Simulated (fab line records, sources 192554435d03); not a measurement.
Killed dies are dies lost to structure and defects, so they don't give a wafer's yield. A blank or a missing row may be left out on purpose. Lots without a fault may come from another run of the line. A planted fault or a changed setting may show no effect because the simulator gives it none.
Chamber matching | flow n5_finfet | N5_BEOL_M10_CURE_72 on uv_cure-01: 3 sister chambers
The step cures SiCOH lowk, time 120 s. 6 wafers are shown with their chamber, then 11 later ones without.

WAFERS WITH THEIR CHAMBER
wafer  | chamber | wafer_temp_C_max | lamp_power_pct (%)
L080.4 | 0       | 371.4            | 52.25
L086.4 | 1       | 372.0            | 52.35
L086.5 | 1       | 371.7            | 52.16
L088.4 | 2       | 371.3            | 52.30
L088.6 | 2       | 371.5            | 52.35
L090.4 | 0       | 371.3            | 52.30

WAFERS WITHOUT THEIR CHAMBER
wafer  | wafer_temp_C_max | lamp_power_pct (%)
L090.5 | 372.1            | 52.36
L090.6 | 371.6            | 52.41
L095.1 | 371.0            | 52.32
L095.2 | 371.2            | 52.35
L095.3 | 372.2            | 52.37
L095.4 | 371.6            | 52.38
L095.5 | 371.5            | 52.34
L095.6 | 371.9            | 52.30
L097.2 | 371.0            | 52.34
L097.4 | 371.5            | 52.31
L097.5 | 371.0            | 52.31

WHICH CHAMBER EACH WENT THROUGH
wafer  | from the rows above          | in truth
L090.5 | 1                            | 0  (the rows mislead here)
L090.6 | can't be placed: 2 or 0 or 1 | 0
L095.1 | can't be placed: 0 or 2      | 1
L095.2 | can't be placed: 0 or 2      | 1
L095.3 | 1                            | 1
L095.4 | can't be placed: 2 or 0 or 1 | 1
L095.5 | can't be placed: 2 or 0 or 1 | 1
L095.6 | 1                            | 1
L097.2 | can't be placed: 0 or 2      | 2
L097.4 | can't be placed: 2 or 0 or 1 | 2
L097.5 | can't be placed: 0 or 2      | 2
Placed correctly: 2 of 11. Can't be placed from these rows: 8 (the true chamber is among the candidates in 6). Placed wrongly: 1.
How it was worked out, from the rows above alone: a wafer's distance from a chamber is the root of the sum, over the readings, of the square of ((its reading less the chamber's mean) divided by the reading's scatter). The wafer belongs to the nearest chamber; if the next one is less than 2 further off, it can't be placed. A chamber's mean is the mean of its shown wafers. The scatter: the root of (the sum of the squares of (reading less its chamber's mean) over the shown wafers, divided by (wafers less chambers)).
